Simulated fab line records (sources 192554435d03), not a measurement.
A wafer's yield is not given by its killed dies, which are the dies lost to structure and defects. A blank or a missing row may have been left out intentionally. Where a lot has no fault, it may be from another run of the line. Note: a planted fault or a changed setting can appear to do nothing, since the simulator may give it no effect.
A struck lot beside a sound one || flow n5_finfet || 15 steps out of a route of 1938
Sound: wafers L694.1, L694.4, L694.6. The struck wafers were L693.1, L693.2, L693.4. The cause comes at the end.
Order at every step that has rows: each side's tool, ch and its chambers, its first start. Under that, the readings that differ: sound wafers || struck wafers || difference of the means || sigmas: that difference in standard deviations of wafers without a fault.
alike: readings whose means differ by less than 2 such deviations, and words and numbers that are the same on both sides. not compared: withheld readings, readings that some wafer has no value for, bounds like >300 that may hide the same value, and numbers for which the record gives no deviation and whose values overlap.
A row with sigmas, a row that says differs or no value, or rows on one side alone: a step with any of these is where the two part. Non-overlapping numbers with no deviation appear without sigmas and do not part them. Lack of a reading on every wafer of one side parts them only where that side has two or more wafers.

first, 10 steps without rows for these wafers: N5_SDB_DESCUM_16 (chemistry O2, time 7.9 s); N5_SDB_ETCH_17 (etches SiARC in CF4, target depth 23.4 nm, time 39 s); N5_SDB_ETCH_18 (etches SOC in N2/H2, target depth 100 nm, overetch 20 nm, time 150 s); N5_SDB_STRIP_19 (strips in N2/H2); N5_SDB_STRIP_21 (strips in CF4); N5_SDB_HM_OPEN_20 (chemistry CH3F/O2, target SiNx, stops on poly-Si, target depth 24 nm); N5_SDB_STRIP_22 (strips in N2/H2); N5_SDB_PRECLEAN_23 (cleans in dHF, time 30 s); N5_SDB_DUMMY_REMOVE_24 (chemistry TMAH, target poly-Si, stops on SiO2, target depth 142 nm, time 57 s, rinse time 30 s); N5_SDB_ETCH_25 (etches SiO2 in C4F6/O2, target depth 10 nm, time 3.3 s).
N5_SDB_CUT_ETCH_26: etches Si in HBr/Cl2/O2, target depth 129.6 nm, bt time 20 s, time 51.8 s.
  sound on rie_si-04 ch 0,2,3, day 8 18:36; struck on rie_si-04 ch 0,1,3, day 8 16:27
  no value came back on the struck wafers for any of 5 readings (HBr_flow_sccm (sccm), O2_flow_sccm (sccm) and others); on the sound wafers HBr_flow_sccm (sccm) reads 150.4 150.1 151.0
{"reading": "model.SiNx_of_SDB_HM_DEP_00.thk_nm (nm)", "sound": "22.6 23 22.2", "struck": "38.2 38.4 38.6", "difference": "+15.8", "sigmas": ""}
  not compared: rf_fwd_power_W, rf_hours_counter_h
N5_SDB_PRECLEAN_38: cleans in dHF, time 10 s.
  sound on wet_bench-03 ch 0,1,4, day 8 18:43; struck on wet_bench-06 ch 3,4,7, day 8 16:34
{"reading": "model.SiNx_of_SDB_HM_DEP_00.thk_nm (nm)", "sound": "22.6 22.8 22", "struck": "38.2 38.4 38.4", "difference": "+15.9", "sigmas": ""}
then, 1 step without rows for these wafers: N5_SDB_PRECLEAN_39 (cleans in O3/DIW, time 45 s).
N5_BEOL_M4_RC_MEAS_101:
  the record has rows for the sound wafers here (prober-02 ch 0, day 13 07:02) and none for the struck ones
-- the record jumps here: 8 days lie between the struck wafers' starts before and after (it left off in module BEOL_M4 and takes up again in module PASSIVATION, whose first step shown is number 1936 of the route) --
N5_PASSIVATION_PROBE_49:
  rows exist in the record for the struck wafers here (prober-01, day 16 22:10), but not for the sound ones

WHERE THEY PART
First at N5_SDB_CUT_ETCH_26; last, within this record, at N5_PASSIVATION_PROBE_49.

WHY: what had been put in by the simulator
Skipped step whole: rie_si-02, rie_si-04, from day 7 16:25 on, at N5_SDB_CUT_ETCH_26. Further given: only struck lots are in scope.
